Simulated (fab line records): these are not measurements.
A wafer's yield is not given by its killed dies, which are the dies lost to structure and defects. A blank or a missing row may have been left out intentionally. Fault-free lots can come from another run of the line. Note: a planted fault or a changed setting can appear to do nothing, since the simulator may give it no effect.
Matching of chambers    flow n5Finfet    N5_BEOL_M4_ETCH_77 on rieDiel-04 has 4 sister chambers
The step etches underlayer in N2/H2, target depth 6.5 nm, time 5.2 s. 24 wafers are shown with their chamber, then 12 later ones without.

WAFERS WITH THEIR CHAMBER
wafer   chamber  showerheadPlenumPTorr (Torr)  drypumpMotorCurrentA (A)  etchRfOnTimeS (s)
L077.3  3        2.45                          6.2                       5.17
L077.4  2        2.64                          5.4                       4.95
L077.6  1        2.50                          5.4                       5.39
L079.2  0        2.60                          6.2                       4.93
L079.4  1        2.50                          5.5                       5.36
L079.6  2        2.64                          5.5                       4.92
L080.4  2        2.63                          5.5                       4.93
L080.5  3        2.44                          6.2                       5.15
L080.6  2        2.63                          5.5                       4.88
L083.1  2        2.63                          5.5                       4.94
L083.3  3        2.44                          6.2                       5.21
L083.5  2        2.63                          5.5                       4.94
L088.2  1        2.50                          5.4                       5.39
L088.4  2        2.63                          5.5                       4.97
L088.6  3        2.44                          6.1                       5.21
L086.2  0        2.59                          6.2                       4.99
L086.5  3        2.44                          6.2                       5.31
L086.6  0        2.59                          6.2                       5.00
L087.1  1        2.50                          5.5                       5.37
L087.4  0        2.59                          6.2                       4.94
L087.5  3        2.44                          6.2                       5.16
L089.2  2        2.63                          5.4                       4.93
L089.4  0        2.59                          6.2                       4.93
L089.6  2        2.63                          5.5                       4.96

SIGNATURES (means of the wafers above)
reading                chamber 0  chamber 1  chamber 2  chamber 3  scatter within a chamber
showerheadPlenumPTorr  2.5920     2.5000     2.6322     2.4417     0.00399
drypumpMotorCurrentA   6.200      5.450      5.478      6.183      0.0412
etchRfOnTimeS          4.9580     5.3775     4.9356     5.2017     0.0375
Rule: for a wafer and a chamber, the distance is found by dividing, reading by reading, the gap between the wafer's reading and the chamber's mean by the reading's scatter, squaring, summing and taking the root. If the next closest chamber is less than 2 further off than the closest, the wafer can't be placed; otherwise it belongs to the closest. The scatter: the root of (the sum of the squares of (reading less its chamber's mean) over the shown wafers, divided by (wafers less chambers)).

WAFERS WITHOUT THEIR CHAMBER
wafer   showerheadPlenumPTorr (Torr)  drypumpMotorCurrentA (A)  etchRfOnTimeS (s)
L091.1  2.44                          6.1                       5.21
L091.2  2.63                          5.5                       5.01
L091.6  2.59                          6.2                       4.98
L095.1  2.43                          6.2                       5.25
L095.4  2.49                          5.4                       5.40
L095.5  2.43                          6.2                       5.26
L094.1  2.43                          6.1                       5.20
L094.2  2.49                          5.4                       5.32
L094.4  2.62                          5.5                       5.01
L096.1  2.58                          6.2                       4.91
L096.2  2.43                          6.2                       5.18
L096.3  2.49                          5.4                       5.28

CHAMBER TAKEN BY EACH
wafer   from the rows above  in truth
L091.1  3                    3
L091.2  2                    2
L091.6  0                    0
L095.1  3                    3
L095.4  1                    1
L095.5  3                    3
L094.1  3                    3
L094.2  1                    1
L094.4  2                    2
L096.1  0                    0
L096.2  3                    3
L096.3  1                    1
12 of 12 placed correctly. Can't be placed from these rows: 0. Wrongly placed: 0.
